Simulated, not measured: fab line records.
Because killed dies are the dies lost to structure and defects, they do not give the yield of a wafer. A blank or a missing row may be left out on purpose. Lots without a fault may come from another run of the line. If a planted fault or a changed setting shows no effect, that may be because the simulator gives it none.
One fault through the eyes of 2 desks + flow nand harc + numbers are kept per desk, each desk with only its own; the story behind them comes last

THE DEFECT DESK
What the inspections along the route counted, lot by lot: means of the sampled wafers that have a number. A lot is out of limits, marked OUT, if its mean lies more than 4 standard deviations from the usual mean; the brackets give that distance.
Columns: A = raw defect count at NHARC_A_SOURCE_PLATE_INSPECT_08, usual 62
| lot  | first seen here | A   |
|------|-----------------|-----|
| L774 | day 7 19:46     | 52  |
| L775 | day 8 00:36     | 71  |
| L776 | day 8 04:11     | 56  |
| L777 | day 8 12:23     | 77  |
| L778 | day 8 12:23     | 67  |
| L779 | day 8 16:10     | 51  |
| L780 | day 8 16:10     | 108 |
| L781 | day 9 04:32     | 66  |
| L783 | day 9 21:37     | 66  |
| L784 | day 10 05:03    | 35  |
| L788 | day 10 17:53    | 43  |
| L789 | day 11 13:17    | 47  |
| L791 | day 11 21:37    | 43  |
| L794 | day 12 07:27    | 41  |
| L796 | day 13 00:17    | 60  |
Result from this desk: across the 15 lots, nothing is out of limits.

AT THE METROLOGY DESK
Means of the sampled wafers that have a number, per lot and without regard to the tool the lot ran on: this is what the gauges read. A lot is out of limits, marked OUT, if its mean lies more than 4 standard deviations from the usual mean; the brackets give that distance.
Columns: A = thk nm at NHARC_P_BONDPAD_THK_MEAS_33, usual 199.9 nm; B = thk nm at NHARC_A_ONON_D1_THK_MEAS_08, usual 998 nm
| lot  | first seen here | A     | B              |
|------|-----------------|-------|----------------|
| L774 | day 6 15:15     | 201.7 | 994            |
| L775 | day 6 22:08     | 202.0 | 1009           |
| L776 | day 7 02:04     | 200.4 | 995            |
| L777 | day 7 07:44     | 199.9 | 1011           |
| L778 | day 7 10:53     | 201.8 | 1007           |
| L780 | day 7 13:33     | 200.6 | 1011           |
| L779 | day 7 13:49     | 199.2 | 997            |
| L781 | day 8 01:58     | 200.6 | 996            |
| L783 | day 8 18:41     | 198.4 | 1000           |
| L784 | day 9 02:44     | 201.3 | 992            |
| L788 | day 9 15:22     | 201.8 | 1005           |
| L789 | day 10 11:02    | 198.3 | 980            |
| L791 | day 10 17:59    | 199.0 | 1536 (+54) OUT |
| L794 | day 11 03:48    | 201.4 | 1534 (+54) OUT |
| L796 | day 12 00:45    | 198.6 | 1543 (+54) OUT |
Finding of this desk: L791, L794, L796 out of limits; the first was L791 at day 11 23:19, on thk nm at NHARC_A_ONON_D1_THK_MEAS_08. In limits: L774, L775, L776, L777, L778, L780, L779, L781, L783, L784, L788, L789.

ALL TOGETHER
On L791, L794, L796, the metrology desk was in a position to raise an alarm at day 11 23:19.
No out-of-limits result turned up at the defect desk.
The defect desk has L791, L794, L796 on record, within its limits.
All the named lots went through NHARC_A_ONON_D1_DEP_06 on pecvd onon-01.

WHAT THE SIMULATOR HAD PUT IN
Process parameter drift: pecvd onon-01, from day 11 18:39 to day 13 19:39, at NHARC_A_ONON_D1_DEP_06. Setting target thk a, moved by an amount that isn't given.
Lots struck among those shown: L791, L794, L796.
Per desk, hours elapsed from the start of the fault to the first reading out of limits: for the metrology desk, 5.
